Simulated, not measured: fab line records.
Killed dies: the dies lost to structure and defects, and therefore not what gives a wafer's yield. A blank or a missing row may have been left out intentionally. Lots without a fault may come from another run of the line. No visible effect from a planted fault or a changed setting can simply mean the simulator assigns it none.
A struck lot beside a sound one :: flow n5-finfet :: 25 out of 1938 route steps
Sound: the wafers L349.2, L349.3, L349.5. Struck: wafers L344.2, L344.3, L344.6. The cause is named last.
Per side, at each step with rows, come the tool, then ch with its chambers, and then its first start. Under that, the readings that differ: sound wafers :: struck wafers :: difference of the means :: sigmas: that difference in standard deviations of wafers without a fault.
alike: readings whose means differ by less than 2 such deviations, and words and numbers that are the same on both sides. not compared: withheld readings, readings that some wafer has no value for, bounds like >300 that may hide the same value, and numbers for which the record gives no deviation and whose values overlap.
Wherever a step has rows on one side only, a row that says differs or no value, or a row with sigmas, the two part there. Non-overlapping numbers with no deviation appear without sigmas and do not part them. A reading missing from all wafers of one side parts the sides only when that side holds two or more wafers.

first, 8 steps without rows for these wafers: N5_ILD0_FCVD_FILL_01 (material SiO2 flowable, target thk 200 nm, time 328.3 s); N5_ILD0_CURE_02 (time 1800 s); N5_ILD0_CMP_03 (polishes, stops on SiNx, t overpolish 1.9 s, target thk 197.38 nm); N5_ILD0_CMP_07 (polishes SiO2 flowable, stops on poly-Si, t overpolish 1.18 s, target thk 138.88 nm); N5_ILD0_PRECLEAN_10 (cleans in NF3:NH3, afs cycles 5, time 20 s, sublimation time 60 s); N5_ILD0_ALD_15 (deposits SiNx, target thk 24 nm, pulse time 1 s, ald cycles 480); N5_ILD0_CMP_12 (polishes SiNx, stops on poly-Si, t overpolish 6 s, target thk 17.67 nm); N5_SDB_HM_DEP_00 (deposits SiNx from SiH4/NH3/N2, target thk 40 nm, time 35.3 s).
N5_SDB_COAT_03: time 60 s, resist thk 100 nm.
  sound on litho-track-05 ch 0, day 8 13:43; struck on litho-track-02 ch 0, day 7 17:40
reading: spin-speed-rpm (rpm)
sound: 1499.2 1498.3 1499.3
struck: 1324.1 1326.3 1323.9
difference: -174.2
sigmas: -99 or more

reading: model.SOC_of_SDB_COAT_03.thk-nm (nm)
sound: 99.8 99.8 99.8
struck: 106.6 106.8 106.8
difference: +6.9
sigmas: 
  alike: chill-plate-temp-C, plate-temp-C, resist-line-temp-C
then, 9 steps without rows for these wafers: N5_SDB_COAT_04 (time 60 s, resist thk 18 nm); N5_SDB_COAT_05 (resist thk 90 nm); N5_SDB_EBR_07; N5_SDB_SOFTBAKE_06 (time 60 s); N5_SDB_EXPOSE_08 (exposes mask SDB); N5_SDB_PEB_09 (peb time 60 s); N5_SDB_DEVELOP_10 (develop time 30 s); N5_SDB_DESCUM_16 (chemistry O2, time 7.9 s); N5_SDB_ETCH_17 (etches SiARC in CF4, target depth 23.4 nm, time 39 s).
N5_SDB_ETCH_18: etches SOC in N2/H2, target depth 100 nm, overetch 20 nm, time 150 s.
  sound on rie-diel-04 ch 0,3, day 8 14:16; struck on rie-diel-05 ch 0,1,3, day 7 18:11
reading: model.etch.depth-nm (nm)
sound: 99.84 99.85 99.84
struck: 106.6 106.8 106.8
difference: +6.9
sigmas: 
  alike: drypump-motor-current-A, oes-product-au, rf-vpp-V, showerhead-plenum-p-Torr, throttle-valve-pct
  not compared: rf-hours-counter-h
then, 2 steps without rows for these wafers: N5_SDB_STRIP_19 (strips in N2/H2); N5_SDB_STRIP_21 (strips in CF4).
N5_SDB_HM_OPEN_20: chemistry CH3F/O2, target SiNx, stops on poly-Si, target depth 24 nm.
  sound on rie-diel-04 ch 0,3, day 8 14:25; struck on rie-diel-05 ch 0,1,3, day 7 18:20
reading: rf-vpp-V (V)
sound: 301 305 304
struck: 288 288 288
difference: -15
sigmas: -3

reading: model.SOC_of_SDB_COAT_03.thk-nm (nm)
sound: 84.2 83.8 84
struck: 90.8 91 91
difference: +6.9
sigmas: 
  alike: drypump-motor-current-A, oes-product-au, showerhead-plenum-p-Torr, throttle-valve-pct
  not compared: rf-hours-counter-h
N5_SDB_STRIP_22: strips in N2/H2.
  sound on plasma-asher-01 ch 0,1, day 8 14:30; struck on plasma-asher-01 ch 0,1, day 7 18:25
reading: strip-time-to-endpoint-s (s)
sound: 96.4 96.1 96.1
struck: 102.6 102.9 102.7
difference: +6.5
sigmas: +16
  alike: drypump-motor-current-A, heater-power-w, oes-product-au
  not compared: rf-hours-counter-h
then, 1 step without rows for these wafers: N5_SDB_PRECLEAN_23 (cleans in dHF, time 30 s).
-- the record jumps here: 9 days lie between the struck wafers' starts before and after (it left off in module SDB and takes up again in module PASSIVATION, whose first step shown is number 1936 of the route) --
N5_PASSIVATION_PROBE_49:
  sound on prober-01, day 17 19:19; struck on prober-01, day 16 09:26
  alike: killed_at_M0_to_M3, killed_at_M4_up, killed-at-contacts, killed-at-front-end, killed-at-other, killed-dies, killed-on-rim, killed-open, killed-short

== WHERE THEY PART ==
At N5_SDB_COAT_03 first; at N5_SDB_STRIP_22 last (within this record only). Later steps at which nothing parts them and some readings are alike: N5_PASSIVATION_PROBE_49.

WHY: what had been put in by the simulator
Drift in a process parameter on litho-track-02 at N5_SDB_COAT_03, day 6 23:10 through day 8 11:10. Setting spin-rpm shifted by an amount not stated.
